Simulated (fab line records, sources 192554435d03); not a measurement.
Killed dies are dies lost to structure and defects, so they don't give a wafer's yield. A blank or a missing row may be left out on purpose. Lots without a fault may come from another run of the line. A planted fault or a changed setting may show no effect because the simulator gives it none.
Which tool did it? | flow n5_finfet | 24 lots, 72 wafers sampled, at 4 steps of a route of 1938

WHAT THE GAUGES READ, wafer by wafer
N5_BEOL_M13_THK_MEAS_01. Usual: M13_ILD_THK 839 nm, standard deviation 10.
lot  | measured     | on            | M13_ILD_THK (nm) | flag
L074 | day 10 02:41 | film_metro-02 | 835 849 834      |
L075 | day 10 07:10 | film_metro-01 | 836 841 846      |
L076 | day 10 20:04 | film_metro-02 | 841 836 851      |
L077 | day 10 23:25 | film_metro-01 | 824 823 843      |
L078 | day 11 06:47 | film_metro-01 | 834 852 835      |
L079 | day 11 07:38 | film_metro-02 | 838 831 849      |
L080 | day 11 13:58 | film_metro-01 | 839 837 858      |
L081 | day 12 06:05 | film_metro-01 | 852 864 840      |
L082 | day 12 11:38 | film_metro-02 | 821 842 849      |
L083 | day 12 20:32 | film_metro-02 | 829 832 853      |
L084 | day 13 03:51 | film_metro-01 | 845 831 841      |
L086 | day 13 10:43 | film_metro-02 | 837 833 832      |
L085 | day 13 12:02 | film_metro-01 | 851 853 842      |
L087 | day 13 22:42 | film_metro-01 | 829 835 836      |
L088 | day 14 06:32 | film_metro-02 | 835 825 842      |
L089 | day 14 15:18 | film_metro-02 | 847 848 863      |
L090 | day 14 15:35 | film_metro-02 | 839 833 852      |
L091 | day 14 16:31 | film_metro-02 | 821 841 835      |
L092 | day 14 23:13 | film_metro-02 | 826 831 843      |
L093 | day 15 03:26 | film_metro-02 | 829 833 839      |
L095 | day 15 09:17 | film_metro-02 | 835 839 844      |
L094 | day 15 15:15 | film_metro-02 | 825 831 838      |
L096 | day 16 09:29 | film_metro-02 | 831 855 840      |
L097 | day 16 12:39 | film_metro-02 | 838 846 863      |

N5_BEOL_M13_CD_MEAS_28: target cd 209.5 nm. Usual: cd_nm 209.0 nm, standard deviation 1.3.
lot  | measured     | on        | cd_nm (nm)        | flag
L074 | day 10 04:03 | cd_sem-02 | 207.1 208.3 206.9 |
L075 | day 10 08:44 | cd_sem-03 | 209.4 210.0 209.4 |
L076 | day 10 21:26 | cd_sem-02 | 208.9 211.2 208.6 |
L077 | day 11 00:55 | cd_sem-01 | 210.3 210.8 212.1 |
L078 | day 11 08:10 | cd_sem-03 | 210.5 208.8 210.2 |
L079 | day 11 09:02 | cd_sem-03 | 209.7 209.3 209.5 |
L080 | day 11 15:20 | cd_sem-03 | 209.1 209.0 209.0 |
L081 | day 12 07:36 | cd_sem-02 | 205.9 208.0 206.1 |
L082 | day 12 13:01 | cd_sem-01 | 209.0 208.8 209.3 |
L083 | day 12 21:54 | cd_sem-02 | 208.5 208.2 208.1 |
L084 | day 13 05:13 | cd_sem-02 | 209.6 207.3 209.7 |
L086 | day 13 12:05 | cd_sem-02 | 209.3 207.3 209.2 |
L085 | day 13 13:25 | cd_sem-01 | 210.4 210.8 210.4 |
L087 | day 14 00:19 | cd_sem-02 | 208.0 208.1 208.9 |
L088 | day 14 07:55 | cd_sem-01 | 207.8 208.6 207.1 |
L089 | day 14 16:40 | cd_sem-01 | 207.5 208.6 209.2 |
L090 | day 14 17:05 | cd_sem-03 | 208.7 209.4 208.7 |
L091 | day 14 18:06 | cd_sem-02 | 208.8 207.7 208.5 |
L092 | day 15 00:35 | cd_sem-03 | 207.9 208.1 208.7 |
L093 | day 15 04:57 | cd_sem-02 | 209.5 209.6 209.7 |
L095 | day 15 10:40 | cd_sem-03 | 209.5 207.0 209.8 |
L094 | day 15 16:30 | cd_sem-01 | 211.4 211.9 209.6 |
L096 | day 16 10:52 | cd_sem-03 | 210.4 210.8 210.2 |
L097 | day 16 13:54 | cd_sem-01 | 207.3 206.8 208.0 |

N5_BEOL_M13_INSPECT_30: inspects for defects (macro). Usual: raw_defect_count 2.0, standard deviation 1.5.
lot  | measured     | on                | raw_defect_count | flag
L074 | day 10 04:07 | defect_inspect-01 | 3 4 5            |
L075 | day 10 08:48 | defect_inspect-02 | 2 1 1            |
L076 | day 10 21:30 | defect_inspect-01 | 5 6 1            |
L077 | day 11 00:58 | defect_inspect-02 | 0 0 3            |
L078 | day 11 08:13 | defect_inspect-01 | 1 1 0            |
L079 | day 11 09:06 | defect_inspect-01 | 1 0 2            |
L080 | day 11 15:23 | defect_inspect-02 | 2 0 3            |
L081 | day 12 07:39 | defect_inspect-01 | 2 5 4            |
L082 | day 12 13:04 | defect_inspect-02 | 1 0 1            |
L083 | day 12 21:57 | defect_inspect-01 | 1 4 0            |
L084 | day 13 05:17 | defect_inspect-01 | 1 1 3            |
L086 | day 13 12:08 | defect_inspect-01 | 3 1 4            |
L085 | day 13 13:28 | defect_inspect-01 | 2 3 2            |
L087 | day 14 00:22 | defect_inspect-02 | 4 3 4            |
L088 | day 14 07:58 | defect_inspect-01 | 1 4 3            |
L089 | day 14 16:44 | defect_inspect-01 | 2 1 1            |
L090 | day 14 17:08 | defect_inspect-02 | 1 4 1            |
L091 | day 14 18:09 | defect_inspect-02 | 2 1 5            |
L092 | day 15 00:38 | defect_inspect-01 | 1 1 3            |
L093 | day 15 05:01 | defect_inspect-01 | 5 2 0            |
L095 | day 15 10:43 | defect_inspect-02 | 1 2 2            |
L094 | day 15 16:33 | defect_inspect-02 | 1 3 1            |
L096 | day 16 10:55 | defect_inspect-02 | 5 2 3            |
L097 | day 16 13:58 | defect_inspect-02 | 1 3 3            |

WHICH TOOL RAN EACH LOT (tool, then ch and the chambers of the sampled wafers, then the start)
lot  | N5_BEOL_M12_CMP_49
L074 | cmp-04 ch 0,2,3, day 10 02:02
L075 | cmp-02 ch 0,3, day 10 06:32
L076 | cmp-02 ch 0,2,3, day 10 19:31
L077 | cmp-01 ch 0,1,2, day 10 22:49
L078 | cmp-04 ch 0,2, day 11 06:08
L079 | cmp-04 ch 0,2,3, day 11 07:04
L080 | cmp-04 ch 0,2,3, day 11 13:19
L081 | cmp-04 ch 0,1,2, day 12 05:32
L082 | cmp-04 ch 0,1, day 12 11:00
L083 | cmp-01 ch 0,1,3, day 12 19:52
L084 | cmp-01 ch 1,2, day 13 03:13
L086 | cmp-02 ch 0,1,2, day 13 10:05
L085 | cmp-01 ch 0,3, day 13 11:19
L087 | cmp-02 ch 0,1,3, day 13 22:04
L088 | cmp-04 ch 1,3, day 14 05:54
L089 | cmp-04 ch 0,1,3, day 14 14:40
L090 | cmp-01 ch 0,1,3, day 14 14:57
L091 | cmp-01 ch 0,1,3, day 14 15:53
L092 | cmp-04 ch 0,2, day 14 22:37
L093 | cmp-04 ch 2,3, day 15 02:50
L095 | cmp-04 ch 1,3, day 15 08:41
L094 | cmp-02 ch 0,1,2, day 15 14:35
L096 | cmp-01 ch 0,1,2, day 16 08:57
L097 | cmp-04 ch 0,2,3, day 16 12:05
- N5_BEOL_M12_CMP_49: polishes, stops on SiOC, t overpolish 20.6 s, target thk 320 nm.

WHAT THE TOOLS THEMSELVES READ (means of the sampled wafers that have a number; where no wafer has one, the mark that the record gives instead)
N5_BEOL_M12_CMP_49. Usual: barrier_field_endpoint_s 30.1 s, standard deviation 0.64; clearing_platen_down_force_psi 1.500 psi, standard deviation 0.0031; motor_current_A 6.2 A, standard deviation 0.6; overpolish_run_s 20.600 s, standard deviation 0.0085.
lot  | tool   | barrier_field_endpoint_s (s) | clearing_platen_down_force_psi (psi) | motor_current_A (A) | overpolish_run_s (s) | flag
L074 | cmp-04 | 30.3                         | 1.499                                | 6.6                 | 20.594               |
L075 | cmp-02 | 29.8                         | 1.500                                | 6.1                 | 20.601               |
L076 | cmp-02 | 30.6                         | 1.500                                | 5.8                 | 20.604               |
L077 | cmp-01 | 30.2                         | 1.501                                | 5.9                 | 20.592               |
L078 | cmp-04 | 29.9                         | 1.500                                | 6.3                 | 20.594               |
L079 | cmp-04 | 29.7                         | 1.501                                | 6.6                 | 20.597               |
L080 | cmp-04 | 30.2                         | 1.501                                | 6.7                 | 20.595               |
L081 | cmp-04 | 30.7                         | 1.497                                | 6.0                 | 20.607               |
L082 | cmp-04 | 30.4                         | 1.499                                | 5.7                 | 20.593               |
L083 | cmp-01 | 29.8                         | 1.503                                | 5.9                 | 20.602               |
L084 | cmp-01 | 30.3                         | 1.497                                | 6.4                 | 20.593               |
L086 | cmp-02 | 29.9                         | 1.500                                | 6.0                 | 20.597               |
L085 | cmp-01 | 29.9                         | 1.500                                | 6.2                 | 20.595               |
L087 | cmp-02 | 30.0                         | 1.499                                | 6.2                 | 20.603               |
L088 | cmp-04 | 29.8                         | 1.503                                | 6.5                 | 20.603               |
L089 | cmp-04 | 29.1                         | 1.503                                | 5.8                 | 20.594               |
L090 | cmp-01 | 30.6                         | 1.498                                | 6.1                 | 20.600               |
L091 | cmp-01 | 29.5                         | 1.499                                | 6.1                 | 20.598               |
L092 | cmp-04 | 31.3                         | 1.502                                | 6.7                 | 20.600               |
L093 | cmp-04 | 29.7                         | 1.499                                | 6.9                 | 20.604               |
L095 | cmp-04 | 30.5                         | 1.501                                | 5.8                 | 20.600               |
L094 | cmp-02 | 29.4                         | 1.499                                | 5.9                 | 20.597               |
L096 | cmp-01 | 30.3                         | 1.497                                | 6.0                 | 20.595               |
L097 | cmp-04 | 29.8                         | 1.500                                | 6.7                 | 20.609               |

THE ANSWER, worked out from the rows above alone
Rule: a lot is off if the mean of its wafers that have a number lies more than 3 standard deviations from the usual mean. A lot without any number at a reading at which 4 lots or more have one is off too. The other lots that the step has rows for count as sound. The gauges are gone through in route order, then the tools' own readings, and for those a lot's mean is taken as printed above. The first step at which some lot is off is used, and at that step the reading that is off furthest; a lot without a number counts as furthest.
No lot is off at any reading shown: from this, nothing can be told.

WHAT THE SIMULATOR HAD PUT IN
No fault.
